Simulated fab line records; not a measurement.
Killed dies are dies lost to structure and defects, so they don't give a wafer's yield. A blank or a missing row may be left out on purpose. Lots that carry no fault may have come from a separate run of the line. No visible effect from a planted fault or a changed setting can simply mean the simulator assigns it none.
The tool behind it: which one? / flow nand-harc / Sampling: 24 lots, 72 wafers, 6 of 1302 route steps

WHAT THE GAUGES SHOWED, per wafer
NHARC_A_SOURCE_PLATE_THK_MEAS_09: measures by ellipsometry. Usual: thk-nm 9.8 nm, standard deviation 1.1.
lot=L074; measured=day 7 07:40; on=film-metro-02; thk-nm (nm)=10.6 8.6 9.4; flag=
lot=L075; measured=day 7 15:17; on=film-metro-02; thk-nm (nm)=9.9 8.5 9.3; flag=
lot=L076; measured=day 8 02:44; on=film-metro-02; thk-nm (nm)=9.8 9.7 10.1; flag=
lot=L077; measured=day 8 07:03; on=film-metro-02; thk-nm (nm)=10.1 8.6 9.8; flag=
lot=L078; measured=day 8 23:19; on=film-metro-02; thk-nm (nm)=10.4 10.3 10.0; flag=
lot=L079; measured=day 9 05:32; on=film-metro-02; thk-nm (nm)=10.5 7.5 9.8; flag=
lot=L080; measured=day 9 18:10; on=film-metro-02; thk-nm (nm)=10.8 10.6 9.8; flag=
lot=L081; measured=day 10 11:14; on=film-metro-01; thk-nm (nm)=12.0 11.4 8.8; flag=
lot=L082; measured=day 10 11:15; on=film-metro-02; thk-nm (nm)=10.6 9.5 10.3; flag=
lot=L083; measured=day 11 02:31; on=film-metro-01; thk-nm (nm)=11.0 10.2 8.9; flag=
lot=L084; measured=day 11 09:58; on=film-metro-01; thk-nm (nm)=9.8 12.2 10.2; flag=
lot=L085; measured=day 11 18:21; on=film-metro-02; thk-nm (nm)=9.6 11.2 8.8; flag=
lot=L086; measured=day 12 13:17; on=film-metro-02; thk-nm (nm)=9.8 10.3 10.2; flag=
lot=L087; measured=day 12 16:59; on=film-metro-02; thk-nm (nm)=9.5 10.4 9.4; flag=
lot=L088; measured=day 13 03:59; on=film-metro-01; thk-nm (nm)=10.3 10.2 11.9; flag=
lot=L089; measured=day 13 13:22; on=film-metro-02; thk-nm (nm)=10.0 6.6 8.8; flag=
lot=L090; measured=day 14 01:56; on=film-metro-02; thk-nm (nm)=9.7 10.4 7.5; flag=
lot=L091; measured=day 14 01:56; on=film-metro-01; thk-nm (nm)=9.3 9.9 7.2; flag=
lot=L092; measured=day 14 13:32; on=film-metro-01; thk-nm (nm)=8.9 9.2 10.8; flag=
lot=L094; measured=day 15 06:50; on=film-metro-01; thk-nm (nm)=9.8 10.5 9.0; flag=
lot=L093; measured=day 15 06:50; on=film-metro-02; thk-nm (nm)=9.6 10.2 9.0; flag=
lot=L095; measured=day 15 18:59; on=film-metro-02; thk-nm (nm)=9.8 10.4 10.2; flag=
lot=L097; measured=day 17 01:31; on=film-metro-01; thk-nm (nm)=8.9 10.6 10.8; flag=
lot=L096; measured=day 17 01:31; on=film-metro-01; thk-nm (nm)=8.3 8.8 9.8; flag=

NHARC_A_ONON_D1_THK_MEAS_27: measures by ellipsometry. Usual: thk-nm 1000 nm, standard deviation 8.4.
lot=L074; measured=day 8 08:46; on=film-metro-02; thk-nm (nm)=1009 1007 1008; flag=
lot=L075; measured=day 8 16:05; on=film-metro-01; thk-nm (nm)=1010 1011 1010; flag=
lot=L076; measured=day 9 04:43; on=film-metro-02; thk-nm (nm)=1011 1012 1011; flag=
lot=L077; measured=day 9 04:43; on=film-metro-01; thk-nm (nm)=1007 1004 1007; flag=
lot=L078; measured=day 10 00:21; on=film-metro-02; thk-nm (nm)=989 991 989; flag=
lot=L079; measured=day 10 07:31; on=film-metro-02; thk-nm (nm)=1012 1014 1012; flag=
lot=L080; measured=day 10 23:16; on=film-metro-02; thk-nm (nm)=1001 999 1001; flag=
lot=L081; measured=day 11 13:57; on=film-metro-02; thk-nm (nm)=998 999 998; flag=
lot=L082; measured=day 11 13:55; on=film-metro-02; thk-nm (nm)=981 978 977; flag=
lot=L083; measured=day 12 04:16; on=film-metro-01; thk-nm (nm)=994 993 995; flag=
lot=L084; measured=day 12 10:56; on=film-metro-01; thk-nm (nm)=996 996 998; flag=
lot=L085; measured=day 12 20:47; on=film-metro-02; thk-nm (nm)=1002 1001 1003; flag=
lot=L086; measured=day 13 16:08; on=film-metro-01; thk-nm (nm)=1002 1005 1002; flag=
lot=L087; measured=day 13 16:08; on=film-metro-02; thk-nm (nm)=1002 1001 1003; flag=
lot=L088; measured=day 14 04:49; on=film-metro-02; thk-nm (nm)=1005 1006 1006; flag=
lot=L089; measured=day 14 18:44; on=film-metro-02; thk-nm (nm)=1006 1007 1006; flag=
lot=L090; measured=day 15 05:17; on=film-metro-01; thk-nm (nm)=1001 1000 1000; flag=
lot=L091; measured=day 15 05:18; on=film-metro-02; thk-nm (nm)=989 988 991; flag=
lot=L092; measured=day 15 14:50; on=film-metro-02; thk-nm (nm)=987 986 986; flag=
lot=L094; measured=day 16 08:13; on=film-metro-01; thk-nm (nm)=1008 1006 1007; flag=
lot=L093; measured=day 16 08:13; on=film-metro-02; thk-nm (nm)=1005 1004 1002; flag=
lot=L095; measured=day 16 22:52; on=film-metro-01; thk-nm (nm)=993 993 994; flag=
lot=L097; measured=day 18 03:35; on=film-metro-02; thk-nm (nm)=1003 1003 1002; flag=
lot=L096; measured=day 18 03:26; on=film-metro-01; thk-nm (nm)=997 997 996; flag=

NHARC_A_ONON_D1_THK_MEAS_30: measures by ellipsometry. Usual: thk-nm 998 nm, standard deviation 11.
lot=L074; measured=day 8 09:20; on=film-metro-02; thk-nm (nm)=1023 1022 1025; flag=
lot=L075; measured=day 8 16:40; on=film-metro-02; thk-nm (nm)=1003 1006 1007; flag=
lot=L076; measured=day 9 05:17; on=film-metro-01; thk-nm (nm)=984 983 984; flag=
lot=L077; measured=day 9 05:16; on=film-metro-02; thk-nm (nm)=1013 1016 1016; flag=
lot=L078; measured=day 10 00:55; on=film-metro-02; thk-nm (nm)=1002 1003 1003; flag=
lot=L079; measured=day 10 08:05; on=film-metro-02; thk-nm (nm)=987 990 988; flag=
lot=L080; measured=day 10 23:50; on=film-metro-01; thk-nm (nm)=997 998 1000; flag=
lot=L081; measured=day 11 14:31; on=film-metro-02; thk-nm (nm)=1007 1008 1008; flag=
lot=L082; measured=day 11 14:29; on=film-metro-01; thk-nm (nm)=975 976 975; flag=
lot=L083; measured=day 12 04:50; on=film-metro-02; thk-nm (nm)=997 997 996; flag=
lot=L084; measured=day 12 11:30; on=film-metro-01; thk-nm (nm)=1000 1000 1000; flag=
lot=L085; measured=day 12 21:21; on=film-metro-01; thk-nm (nm)=980 977 980; flag=
lot=L086; measured=day 13 16:41; on=film-metro-02; thk-nm (nm)=1007 1008 1007; flag=
lot=L087; measured=day 13 16:43; on=film-metro-01; thk-nm (nm)=990 992 989; flag=
lot=L088; measured=day 14 05:23; on=film-metro-01; thk-nm (nm)=999 999 999; flag=
lot=L089; measured=day 14 19:19; on=film-metro-01; thk-nm (nm)=989 988 988; flag=
lot=L090; measured=day 15 05:51; on=film-metro-01; thk-nm (nm)=991 991 991; flag=
lot=L091; measured=day 15 05:52; on=film-metro-02; thk-nm (nm)=995 996 998; flag=
lot=L092; measured=day 15 15:24; on=film-metro-01; thk-nm (nm)=1001 1003 1002; flag=
lot=L094; measured=day 16 09:01; on=film-metro-01; thk-nm (nm)=1002 1002 1003; flag=
lot=L093; measured=day 16 08:47; on=film-metro-01; thk-nm (nm)=995 995 997; flag=
lot=L095; measured=day 16 23:25; on=film-metro-01; thk-nm (nm)=997 996 995; flag=
lot=L097; measured=day 18 04:08; on=film-metro-01; thk-nm (nm)=985 990 986; flag=
lot=L096; measured=day 18 04:00; on=film-metro-02; thk-nm (nm)=1011 1010 1010; flag=

NHARC_A_CHANNEL_HOLE_D1_CD_MEAS_18. Usual: cd-nm 99.1 nm, standard deviation 2.1.
lot=L074; measured=day 8 14:10; on=cd-sem-03; cd-nm (nm)=96.7 96.8 94.2; flag=
lot=L075; measured=day 8 22:17; on=cd-sem-01; cd-nm (nm)=98.1 95.7 97.4; flag=
lot=L076; measured=day 9 12:17; on=cd-sem-01; cd-nm (nm)=100.2 98.0 97.5; flag=
lot=L077; measured=day 9 12:06; on=cd-sem-03; cd-nm (nm)=97.1 97.1 97.8; flag=
lot=L078; measured=day 10 05:31; on=cd-sem-01; cd-nm (nm)=100.5 100.8 99.5; flag=
lot=L079; measured=day 10 14:20; on=cd-sem-01; cd-nm (nm)=94.4 96.9 98.8; flag=
lot=L080; measured=day 11 04:57; on=cd-sem-02; cd-nm (nm)=97.9 99.0 99.7; flag=
lot=L081; measured=day 11 21:43; on=cd-sem-03; cd-nm (nm)=97.9 97.0 96.4; flag=
lot=L082; measured=day 11 20:00; on=cd-sem-02; cd-nm (nm)=101.0 98.7 100.9; flag=
lot=L083; measured=day 12 09:22; on=cd-sem-03; cd-nm (nm)=98.9 97.9 98.3; flag=
lot=L084; measured=day 12 15:56; on=cd-sem-02; cd-nm (nm)=98.5 100.7 98.9; flag=
lot=L085; measured=day 13 05:40; on=cd-sem-01; cd-nm (nm)=95.4 97.4 96.6; flag=
lot=L086; measured=day 14 01:44; on=cd-sem-03; cd-nm (nm)=97.3 103.7 99.6; flag=
lot=L087; measured=day 13 23:35; on=cd-sem-03; cd-nm (nm)=98.1 96.3 99.3; flag=
lot=L088; measured=day 14 10:04; on=cd-sem-03; cd-nm (nm)=100.8 100.2 101.4; flag=
lot=L089; measured=day 15 01:47; on=cd-sem-01; cd-nm (nm)=101.0 103.6 102.1; flag=
lot=L090; measured=day 15 10:25; on=cd-sem-03; cd-nm (nm)=96.7 99.7 99.9; flag=
lot=L091; measured=day 15 10:40; on=cd-sem-03; cd-nm (nm)=99.3 96.6 100.2; flag=
lot=L092; measured=day 15 20:02; on=cd-sem-01; cd-nm (nm)=101.8 103.0 100.0; flag=
lot=L094; measured=day 16 14:25; on=cd-sem-03; cd-nm (nm)=100.8 97.6 98.8; flag=
lot=L093; measured=day 16 13:14; on=cd-sem-01; cd-nm (nm)=99.6 98.7 97.5; flag=
lot=L095; measured=day 17 04:39; on=cd-sem-02; cd-nm (nm)=99.8 98.7 97.5; flag=
lot=L097; measured=day 18 09:38; on=cd-sem-01; cd-nm (nm)=98.6 98.6 99.0; flag=
lot=L096; measured=day 18 08:36; on=cd-sem-01; cd-nm (nm)=97.7 102.1 102.5; flag=

WHAT TOOL EACH LOT RAN ON (gives the tool, then ch and the chambers of the sampled wafers, and finally the start)
lot=L074; NHARC_P_BONDPAD_CMP_19=cmp-04 ch 0,1,3, day 6 20:48; NHARC_A_ZERO_WELL_ETCH_13=rie-si-01 ch 1,3, day 6 23:19
lot=L075; NHARC_P_BONDPAD_CMP_19=cmp-04 ch 0,2,3, day 7 04:35; NHARC_A_ZERO_WELL_ETCH_13=rie-si-01 ch 0,1,2, day 7 06:49
lot=L076; NHARC_P_BONDPAD_CMP_19=cmp-04 ch 1,2, day 7 16:04; NHARC_A_ZERO_WELL_ETCH_13=rie-si-06 ch 0,2, day 7 18:18
lot=L077; NHARC_P_BONDPAD_CMP_19=cmp-01 ch 1,2, day 7 20:28; NHARC_A_ZERO_WELL_ETCH_13=rie-si-01 ch 0,1,3, day 7 22:42
lot=L078; NHARC_P_BONDPAD_CMP_19=cmp-01 ch 0,1, day 8 11:37; NHARC_A_ZERO_WELL_ETCH_13=rie-si-01 ch 0,2,3, day 8 13:53
lot=L079; NHARC_P_BONDPAD_CMP_19=cmp-03 ch 0,1,2, day 8 19:31; NHARC_A_ZERO_WELL_ETCH_13=rie-si-04 ch 0,1, day 8 21:38
lot=L080; NHARC_P_BONDPAD_CMP_19=cmp-04 ch 0,2, day 9 07:40; NHARC_A_ZERO_WELL_ETCH_13=rie-si-04 ch 2,3, day 9 09:52
lot=L081; NHARC_P_BONDPAD_CMP_19=cmp-04 ch 2,3, day 9 21:05; NHARC_A_ZERO_WELL_ETCH_13=rie-si-04 ch 0,1, day 9 23:16
lot=L082; NHARC_P_BONDPAD_CMP_19=cmp-03 ch 0,1,3, day 9 21:50; NHARC_A_ZERO_WELL_ETCH_13=rie-si-01 ch 1,2,3, day 10 00:07
lot=L083; NHARC_P_BONDPAD_CMP_19=cmp-03 ch 0,3, day 10 16:28; NHARC_A_ZERO_WELL_ETCH_13=rie-si-01 ch 0,1,2, day 10 18:36
lot=L084; NHARC_P_BONDPAD_CMP_19=cmp-04 ch 1,2,3, day 10 23:46; NHARC_A_ZERO_WELL_ETCH_13=rie-si-06 ch 0,2,3, day 11 01:59
lot=L085; NHARC_P_BONDPAD_CMP_19=cmp-01 ch 0,2,3, day 11 07:53; NHARC_A_ZERO_WELL_ETCH_13=rie-si-04 ch 0,1, day 11 10:04
lot=L086; NHARC_P_BONDPAD_CMP_19=cmp-03 ch 1,2, day 12 02:48; NHARC_A_ZERO_WELL_ETCH_13=rie-si-04 ch 0,1, day 12 04:52
lot=L087; NHARC_P_BONDPAD_CMP_19=cmp-01 ch 1,2, day 12 06:52; NHARC_A_ZERO_WELL_ETCH_13=rie-si-01 ch 0,2,3, day 12 09:04
lot=L088; NHARC_P_BONDPAD_CMP_19=cmp-03 ch 1,2,3, day 12 16:44; NHARC_A_ZERO_WELL_ETCH_13=rie-si-06 ch 0,1,2, day 12 18:49
lot=L089; NHARC_P_BONDPAD_CMP_19=cmp-01 ch 0,2,3, day 13 02:40; NHARC_A_ZERO_WELL_ETCH_13=rie-si-06 ch 0,1,2, day 13 04:55
lot=L090; NHARC_P_BONDPAD_CMP_19=cmp-04 ch 1,2, day 13 14:37; NHARC_A_ZERO_WELL_ETCH_13=rie-si-01 ch 0,3, day 13 16:47
lot=L091; NHARC_P_BONDPAD_CMP_19=cmp-04 ch 0,2,3, day 13 15:49; NHARC_A_ZERO_WELL_ETCH_13=rie-si-06 ch 0,1,2, day 13 17:53
lot=L092; NHARC_P_BONDPAD_CMP_19=cmp-01 ch 2,3, day 14 03:35; NHARC_A_ZERO_WELL_ETCH_13=rie-si-06 ch 0,3, day 14 05:40
lot=L094; NHARC_P_BONDPAD_CMP_19=cmp-03 ch 0,1,2, day 14 19:07; NHARC_A_ZERO_WELL_ETCH_13=rie-si-06 ch 0,2,3, day 14 21:12
lot=L093; NHARC_P_BONDPAD_CMP_19=cmp-03 ch 0,1,3, day 14 20:38; NHARC_A_ZERO_WELL_ETCH_13=rie-si-01 ch 0,2,3, day 14 22:50
lot=L095; NHARC_P_BONDPAD_CMP_19=cmp-01 ch 0,1,3, day 15 08:23; NHARC_A_ZERO_WELL_ETCH_13=rie-si-01 ch 1,2,3, day 15 10:35
lot=L097; NHARC_P_BONDPAD_CMP_19=cmp-03 ch 2,3, day 16 14:42; NHARC_A_ZERO_WELL_ETCH_13=rie-si-06 ch 0,1,3, day 16 16:54
lot=L096; NHARC_P_BONDPAD_CMP_19=cmp-04 ch 1,3, day 16 15:20; NHARC_A_ZERO_WELL_ETCH_13=rie-si-04 ch 1,2,3, day 16 17:32
- NHARC_P_BONDPAD_CMP_19: polishes, t overpolish 30 s, cu recess touch 16 s, target thk 160.81 nm.
- NHARC_A_ZERO_WELL_ETCH_13: etches the open film in HBr/Cl2, target depth 120 nm, time 40.1 s.

AS READ BY THE TOOLS THEMSELVES (means over the sampled wafers that have a number; for cases with no such wafer, the mark the record gives instead)
NHARC_P_BONDPAD_CMP_19. Usual: motor-current-A 12.2 A, standard deviation 1.3; overpolish-run-s 30.000 s, standard deviation 0.0079.
lot=L074; tool=cmp-04; motor-current-A (A)=11.5; overpolish-run-s (s)=29.999; flag=
lot=L075; tool=cmp-04; motor-current-A (A)=11.8; overpolish-run-s (s)=30.002; flag=
lot=L076; tool=cmp-04; motor-current-A (A)=12.9; overpolish-run-s (s)=29.995; flag=
lot=L077; tool=cmp-01; motor-current-A (A)=13.0; overpolish-run-s (s)=29.998; flag=
lot=L078; tool=cmp-01; motor-current-A (A)=13.6; overpolish-run-s (s)=30.000; flag=
lot=L079; tool=cmp-03; motor-current-A (A)=12.1; overpolish-run-s (s)=30.005; flag=
lot=L080; tool=cmp-04; motor-current-A (A)=12.9; overpolish-run-s (s)=29.997; flag=
lot=L081; tool=cmp-04; motor-current-A (A)=11.5; overpolish-run-s (s)=30.009; flag=
lot=L082; tool=cmp-03; motor-current-A (A)=12.8; overpolish-run-s (s)=29.990; flag=
lot=L083; tool=cmp-03; motor-current-A (A)=12.1; overpolish-run-s (s)=29.999; flag=
lot=L084; tool=cmp-04; motor-current-A (A)=11.9; overpolish-run-s (s)=30.000; flag=
lot=L085; tool=cmp-01; motor-current-A (A)=12.6; overpolish-run-s (s)=29.994; flag=
lot=L086; tool=cmp-03; motor-current-A (A)=11.6; overpolish-run-s (s)=29.999; flag=
lot=L087; tool=cmp-01; motor-current-A (A)=12.9; overpolish-run-s (s)=30.003; flag=
lot=L088; tool=cmp-03; motor-current-A (A)=12.3; overpolish-run-s (s)=30.001; flag=
lot=L089; tool=cmp-01; motor-current-A (A)=12.6; overpolish-run-s (s)=29.996; flag=
lot=L090; tool=cmp-04; motor-current-A (A)=13.0; overpolish-run-s (s)=30.000; flag=
lot=L091; tool=cmp-04; motor-current-A (A)=12.0; overpolish-run-s (s)=30.000; flag=
lot=L092; tool=cmp-01; motor-current-A (A)=11.6; overpolish-run-s (s)=29.997; flag=
lot=L094; tool=cmp-03; motor-current-A (A)=12.2; overpolish-run-s (s)=29.995; flag=
lot=L093; tool=cmp-03; motor-current-A (A)=12.3; overpolish-run-s (s)=30.004; flag=
lot=L095; tool=cmp-01; motor-current-A (A)=12.3; overpolish-run-s (s)=30.005; flag=
lot=L097; tool=cmp-03; motor-current-A (A)=11.1; overpolish-run-s (s)=30.001; flag=
lot=L096; tool=cmp-04; motor-current-A (A)=10.8; overpolish-run-s (s)=30.004; flag=

NHARC_A_ZERO_WELL_ETCH_13. Usual: drypump-motor-current-A 5.68 A, standard deviation 0.24; oes-product-au 1.001 a.u., standard deviation 0.009; throttle-valve-pct 26.405 %, standard deviation 0.0094.
lot=L074; tool=rie-si-01; drypump-motor-current-A (A)=5.46; oes-product-au (a.u.)=0.994; throttle-valve-pct (%)=26.402; flag=
lot=L075; tool=rie-si-01; drypump-motor-current-A (A)=5.77; oes-product-au (a.u.)=1.005; throttle-valve-pct (%)=26.406; flag=
lot=L076; tool=rie-si-06; drypump-motor-current-A (A)=5.76; oes-product-au (a.u.)=1.005; throttle-valve-pct (%)=26.398; flag=
lot=L077; tool=rie-si-01; drypump-motor-current-A (A)=5.64; oes-product-au (a.u.)=1.003; throttle-valve-pct (%)=26.403; flag=
lot=L078; tool=rie-si-01; drypump-motor-current-A (A)=5.54; oes-product-au (a.u.)=0.991; throttle-valve-pct (%)=26.399; flag=
lot=L079; tool=rie-si-04; drypump-motor-current-A (A)=5.72; oes-product-au (a.u.)=1.001; throttle-valve-pct (%)=26.415; flag=
lot=L080; tool=rie-si-04; drypump-motor-current-A (A)=5.55; oes-product-au (a.u.)=1.006; throttle-valve-pct (%)=26.395; flag=
lot=L081; tool=rie-si-04; drypump-motor-current-A (A)=5.90; oes-product-au (a.u.)=1.007; throttle-valve-pct (%)=26.400; flag=
lot=L082; tool=rie-si-01; drypump-motor-current-A (A)=5.58; oes-product-au (a.u.)=0.997; throttle-valve-pct (%)=26.400; flag=
lot=L083; tool=rie-si-01; drypump-motor-current-A (A)=5.76; oes-product-au (a.u.)=1.001; throttle-valve-pct (%)=26.403; flag=
lot=L084; tool=rie-si-06; drypump-motor-current-A (A)=5.73; oes-product-au (a.u.)=0.990; throttle-valve-pct (%)=26.412; flag=
lot=L085; tool=rie-si-04; drypump-motor-current-A (A)=5.70; oes-product-au (a.u.)=0.997; throttle-valve-pct (%)=26.412; flag=
lot=L086; tool=rie-si-04; drypump-motor-current-A (A)=5.69; oes-product-au (a.u.)=1.004; throttle-valve-pct (%)=26.408; flag=
lot=L087; tool=rie-si-01; drypump-motor-current-A (A)=5.52; oes-product-au (a.u.)=0.995; throttle-valve-pct (%)=26.406; flag=
lot=L088; tool=rie-si-06; drypump-motor-current-A (A)=5.67; oes-product-au (a.u.)=1.006; throttle-valve-pct (%)=26.405; flag=
lot=L089; tool=rie-si-06; drypump-motor-current-A (A)=5.68; oes-product-au (a.u.)=1.003; throttle-valve-pct (%)=26.409; flag=
lot=L090; tool=rie-si-01; drypump-motor-current-A (A)=5.40; oes-product-au (a.u.)=0.998; throttle-valve-pct (%)=26.400; flag=
lot=L091; tool=rie-si-06; drypump-motor-current-A (A)=5.65; oes-product-au (a.u.)=0.996; throttle-valve-pct (%)=26.402; flag=
lot=L092; tool=rie-si-06; drypump-motor-current-A (A)=5.71; oes-product-au (a.u.)=1.002; throttle-valve-pct (%)=26.413; flag=
lot=L094; tool=rie-si-06; drypump-motor-current-A (A)=5.74; oes-product-au (a.u.)=1.000; throttle-valve-pct (%)=26.406; flag=
lot=L093; tool=rie-si-01; drypump-motor-current-A (A)=5.53; oes-product-au (a.u.)=1.000; throttle-valve-pct (%)=26.403; flag=
lot=L095; tool=rie-si-01; drypump-motor-current-A (A)=5.57; oes-product-au (a.u.)=1.003; throttle-valve-pct (%)=26.407; flag=
lot=L097; tool=rie-si-06; drypump-motor-current-A (A)=5.65; oes-product-au (a.u.)=1.004; throttle-valve-pct (%)=26.417; flag=
lot=L096; tool=rie-si-04; drypump-motor-current-A (A)=5.82; oes-product-au (a.u.)=1.006; throttle-valve-pct (%)=26.401; flag=

THE ANSWER, worked out from the rows above alone
Rule: lot off if the mean of its wafers having a number is beyond 3 standard deviations from the usual mean. Also off: a lot with no number at a reading for which 4 or more lots have one. All remaining lots with rows at the step are treated as sound. After the gauges, taken in route order, come the tools' own readings; for these a lot's mean is taken, as printed above. At the first step where some lot is off, the reading lying furthest off is the one used; lots without a number count as furthest.
Across all readings shown, no lot is off: no conclusion can be drawn from this.

WHAT WAS PUT IN BY THE SIMULATOR
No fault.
